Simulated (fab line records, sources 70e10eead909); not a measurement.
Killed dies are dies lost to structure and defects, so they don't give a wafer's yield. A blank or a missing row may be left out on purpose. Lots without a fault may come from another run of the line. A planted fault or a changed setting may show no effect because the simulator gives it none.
Chamber matching | flow nand_harc | NHARC_A_BLC_STRIP_29 on rie_diel-12: 4 sister chambers
The step strips in CF4. 27 wafers are shown with their chamber, then 12 later ones without.

WAFERS WITH THEIR CHAMBER
wafer  | chamber | showerhead_plenum_p_Torr (Torr) | drypump_motor_current_A (A) | oes_product_au (a.u.)
L075.2 | 3       | 1.76                            | 4.9                         | 1.012
L075.4 | 0       | 1.82                            | 5.7                         | 1.011
L075.6 | 1       | 1.84                            | 5.6                         | 1.023
L080.2 | 1       | 1.84                            | 5.6                         | 1.003
L080.3 | 3       | 1.76                            | 4.8                         | 1.007
L080.6 | 0       | 1.82                            | 5.7                         | 1.001
L081.2 | 2       | 1.70                            | 6.0                         | 1.007
L081.3 | 0       | 1.82                            | 5.7                         | 1.004
L081.4 | 3       | 1.76                            | 4.8                         | 0.997
L083.1 | 1       | 1.84                            | 5.6                         | 1.009
L083.2 | 3       | 1.76                            | 4.8                         | 1.013
L083.5 | 2       | 1.70                            | 6.1                         | 1.001
L084.3 | 3       | 1.76                            | 4.8                         | 1.007
L084.5 | 3       | 1.76                            | 4.8                         | 1.008
L084.6 | 0       | 1.81                            | 5.7                         | 1.013
L087.1 | 2       | 1.70                            | 6.0                         | 0.996
L087.4 | 1       | 1.84                            | 5.6                         | 1.008
L087.5 | 0       | 1.81                            | 5.7                         | 1.010
L090.1 | 0       | 1.81                            | 5.7                         | 1.008
L090.3 | 2       | 1.70                            | 6.0                         | 1.001
L090.5 | 3       | 1.76                            | 4.8                         | 0.990
L092.2 | 0       | 1.81                            | 5.7                         | 1.004
L092.3 | 2       | 1.70                            | 6.1                         | 0.992
L092.6 | 2       | 1.70                            | 6.1                         | 0.993
L094.2 | 1       | 1.84                            | 5.6                         | 1.009
L094.3 | 2       | 1.70                            | 6.1                         | 0.994
L094.4 | 0       | 1.81                            | 5.7                         | 1.012

SIGNATURES (means of the wafers above)
reading                  | chamber 0 | chamber 1 | chamber 2 | chamber 3 | scatter within a chamber
showerhead_plenum_p_Torr | 1.8137    | 1.8400    | 1.7000    | 1.7600    | 0.00286
drypump_motor_current_A  | 5.700     | 5.600     | 6.057     | 4.814     | 0.0334
oes_product_au           | 1.00787   | 1.01040   | 0.99771   | 1.00486   | 0.00645
Rule: a wafer's distance from a chamber is the root of the sum, over the readings, of the square of ((its reading less the chamber's mean) divided by the reading's scatter). The wafer belongs to the nearest chamber; if the next one is less than 2 further off, it can't be placed. The scatter: the root of (the sum of the squares of (reading less its chamber's mean) over the shown wafers, divided by (wafers less chambers)).

WAFERS WITHOUT THEIR CHAMBER
wafer  | showerhead_plenum_p_Torr (Torr) | drypump_motor_current_A (A) | oes_product_au (a.u.)
L095.1 | 1.76                            | 4.8                         | 1.006
L095.2 | 1.70                            | 6.1                         | 1.008
L095.3 | 1.81                            | 5.7                         | 1.017
L093.1 | 1.70                            | 6.0                         | 1.007
L093.3 | 1.81                            | 5.7                         | 1.013
L093.4 | 1.84                            | 5.6                         | 1.008
L096.2 | 1.76                            | 4.8                         | 1.010
L096.5 | 1.76                            | 4.8                         | 1.003
L096.6 | 1.81                            | 5.6                         | 1.014
L097.1 | 1.81                            | 5.7                         | 0.997
L097.3 | 1.76                            | 4.8                         | 0.997
L097.5 | 1.76                            | 4.8                         | 1.000

WHICH CHAMBER EACH WENT THROUGH
wafer  | from the rows above | in truth
L095.1 | 3                   | 3
L095.2 | 2                   | 2
L095.3 | 0                   | 0
L093.1 | 2                   | 2
L093.3 | 0                   | 0
L093.4 | 1                   | 1
L096.2 | 3                   | 3
L096.5 | 3                   | 3
L096.6 | 0                   | 0
L097.1 | 0                   | 0
L097.3 | 3                   | 3
L097.5 | 3                   | 3
Placed correctly: 12 of 12. Can't be placed from these rows: 0. Placed wrongly: 0.
